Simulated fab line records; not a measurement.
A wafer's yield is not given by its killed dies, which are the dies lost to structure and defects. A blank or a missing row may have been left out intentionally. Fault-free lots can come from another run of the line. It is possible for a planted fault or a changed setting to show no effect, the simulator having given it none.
Split-lot trial	flow n5Finfet	on a route of 1938 steps: 7 lots, 21 wafers read

== THE SPLIT ITSELF ==
At N5_GATE_CUT_COAT_34 (time 60 s, resist thk 60 nm), the setting spinRpm was moved away from the recipe's 1500 rpm on 7 of the 21 wafers read, by -8.3% to +8.6%. All remaining wafers had this setting at the recipe value.

== FROM THE SPLIT TO THE READING: what the file shows between them, 6 steps ==
- N5_GATE_CUT_COAT_27: time 60 s, resist thk 10 nm (also split here: spinRpm)
- N5_GATE_CUT_COAT_07: resist thk 30 nm
- N5_GATE_CUT_EBR_09
- N5_GATE_CUT_DESCUM_18: chemistry O2, time 7 s
- N5_GATE_CUT_ETCH_28: etches underlayer in N2/H2, target depth 13 nm, time 10.4 s
- N5_GATE_CUT_ETCH_36: etches SiARC in CF4, target depth 13 nm, time 21.7 s

== THE READING ==
etch.depthNm (the simulator's own value, which no gauge read), in nm, at N5_GATE_CUT_ETCH_37 (etches SOC in N2/H2, target depth 60 nm, overetch 12 nm, time 90 s). No usual value for it is given in the file. Here, 14 wafers ran the recipe; their average is 59.96 nm with a standard deviation of 0.19 nm.

wafer	tool, chamber at the split	spinRpm as run, rpm	against the recipe	etch.depthNm, nm	against lot-mates on the recipe
L074.4	lithoTrack-02, 0	1500	recipe	60	-
L074.5	lithoTrack-02, 0	1500	recipe	60.08	-
L074.6	lithoTrack-02, 0	1500	recipe	60.1	-
L075.2	lithoTrack-02, 0	1500	recipe	59.58	-
L075.3	lithoTrack-02, 0	1629	+8.6%	57.53	-2.05
L075.4	lithoTrack-02, 0	1629	+8.6%	57.59	-1.99
L084.3	lithoTrack-01, 0	1500	recipe	60.04	-
L084.5	lithoTrack-01, 0	1500	recipe	60.09	-
L084.6	lithoTrack-01, 0	1500	recipe	60.05	-
L088.1	lithoTrack-02, 0	1376	-8.3%	62.3	+2.42
L088.3	lithoTrack-02, 0	1500	recipe	59.78	-
L088.5	lithoTrack-02, 0	1500	recipe	59.98	-
L091.1	lithoTrack-01, 0	1592	+6.1%	58.25	-1.86
L091.2	lithoTrack-01, 0	1500	recipe	59.99	-
L091.5	lithoTrack-01, 0	1500	recipe	60.22	-
L093.1	lithoTrack-02, 0	1500	recipe	59.79	-
L093.2	lithoTrack-02, 0	1437	-4.2%	61.23	+1.51
L093.5	lithoTrack-02, 0	1500	recipe	59.64	-
L097.4	lithoTrack-01, 0	1500	recipe	60.17	-
L097.5	lithoTrack-01, 0	1451	-3.3%	61.18	+1.01
L097.6	lithoTrack-01, 0	1451	-3.3%	61.1	+0.93

THE FIT
A straight line over all 21 wafers: etch.depthNm changes by -0.288 nm for each +1% of spinRpm; r = -0.99; the points scatter about the line by 0.18 nm.
The same after taking each lot's own level away (the mean of its wafers on the recipe; 21 wafers): -0.27 nm for each +1%; r = -0.99; scatter 0.15 nm.
The reading moves by 2.3 nm for the largest change in spinRpm, on that fit.
Measured against the standard deviation above, the lots' own levels, which go from 59.580 to 60.170 nm, span 3.2 times it.
Consequently the slope shifts little with the lot-to-lot level, the two slopes agreeing.
Check: -2.36 nm against its lot-mates is what the line predicts for one of the wafers moved furthest among these (+8.6%) when that wafer is left out of the fit. It came out at -2.05 nm against them.

== THESE WAFERS: OTHER SPLITS ==
These wafers also went through other splits before the reading. Each is held against what the fit with the lots' levels taken away leaves over:
other split on the same wafers	wafers away from the commonest value	r with etch.depthNm (lot level and that fit taken away)
N5_SD_EPI_N_EPI_21 tempC	7	+0.03
N5_SDB_ALD_29 aldCycles	9	+0.11
N5_DUMMY_REMOVAL_HM_STRIP_01 timeS	4	-0.59
N5_HKMG_FIN_PEB_10 pebTimeS	9	+0.07
N5_HKMG_FIN_DEVELOP_11 developTimeS	7	+0.28
N5_GATE_CUT_COAT_27 spinRpm	6	+0.09

== THE WHOLE CHAIN: every reading that the file lists as answering this split, in the file's order ==
step	what it does	reading	change (the file's fit)	r (the file's)
N5_GATE_CUT_COAT_34	time 60 s, resist thk 60 nm	SOC_of_GATE_CUT_COAT_34.thkNm (the simulator's own value, which no gauge read)	-0.284 nm for each +1% of the setting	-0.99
N5_GATE_CUT_ETCH_37	etches SOC in N2/H2, target depth 60 nm, overetch 12 nm, time 90 s	etch.depthNm (the simulator's own value, which no gauge read)	-0.28 nm for each +1% of the setting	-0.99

== THE FILE'S OWN FIT ==
etch.depthNm changes by -0.28 nm for each +1% of spinRpm, r = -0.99.
